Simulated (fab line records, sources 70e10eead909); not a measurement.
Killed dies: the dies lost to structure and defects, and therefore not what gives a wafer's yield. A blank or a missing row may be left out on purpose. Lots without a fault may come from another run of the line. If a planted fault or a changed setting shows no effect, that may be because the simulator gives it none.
Chamber matching / flow nand harc / 4 sister chambers for NHARC_A_CONTACT_CMP_20 on cmp-01
The step polishes, t overpolish 30 s, target thk 300 nm. 4 wafers are shown with their chamber, then 12 later ones without.

## WAFERS, EACH WITH ITS CHAMBER
wafer=L084.1; chamber=0; motor current A (A)=11.9
wafer=L086.2; chamber=1; motor current A (A)=14.6
wafer=L086.4; chamber=2; motor current A (A)=12.9
wafer=L086.5; chamber=3; motor current A (A)=11.7

## WAFERS WITHOUT THEIR CHAMBER
wafer=L091.3; motor current A (A)=13.9
wafer=L091.5; motor current A (A)=12.9
wafer=L091.6; motor current A (A)=12.1
wafer=L093.2; motor current A (A)=11.5
wafer=L093.4; motor current A (A)=11.9
wafer=L093.6; motor current A (A)=12.3
wafer=L096.1; motor current A (A)=12.6
wafer=L096.3; motor current A (A)=12.0
wafer=L096.5; motor current A (A)=14.1
wafer=L095.2; motor current A (A)=12.3
wafer=L095.4; motor current A (A)=12.5
wafer=L095.6; motor current A (A)=12.0

## CHAMBER TAKEN BY EACH
wafer=L091.3; from the rows above=can't be placed: 1 or 2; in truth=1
wafer=L091.5; from the rows above=2; in truth=2
wafer=L091.6; from the rows above=can't be placed: 0 or 3 or 2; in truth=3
wafer=L093.2; from the rows above=can't be placed: 3 or 0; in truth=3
wafer=L093.4; from the rows above=can't be placed: 0 or 3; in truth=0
wafer=L093.6; from the rows above=can't be placed: 0 or 2 or 3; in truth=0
wafer=L096.1; from the rows above=can't be placed: 2 or 0 or 3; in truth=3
wafer=L096.3; from the rows above=can't be placed: 0 or 3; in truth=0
wafer=L096.5; from the rows above=1; in truth=1
wafer=L095.2; from the rows above=can't be placed: 0 or 2 or 3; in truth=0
wafer=L095.4; from the rows above=can't be placed: 2 or 0 or 3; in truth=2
wafer=L095.6; from the rows above=can't be placed: 0 or 3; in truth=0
Correctly placed: 2 of 12. Unplaceable from these rows: 10, with the true chamber sitting among the candidates in 10. Wrongly placed: 0.
How it was worked out, from the rows above alone: a wafer's distance from a chamber is the root of the sum, over the readings, of the square of ((its reading less the chamber's mean) divided by the reading's scatter). If the next closest chamber is less than 2 further off than the closest, the wafer can't be placed; otherwise it belongs to the closest. For every chamber, the mean is computed from those of its wafers that are shown. The scatter: root of mean squared gap, hidden wafer to nearest shown wafer, with one shown wafer a chamber.
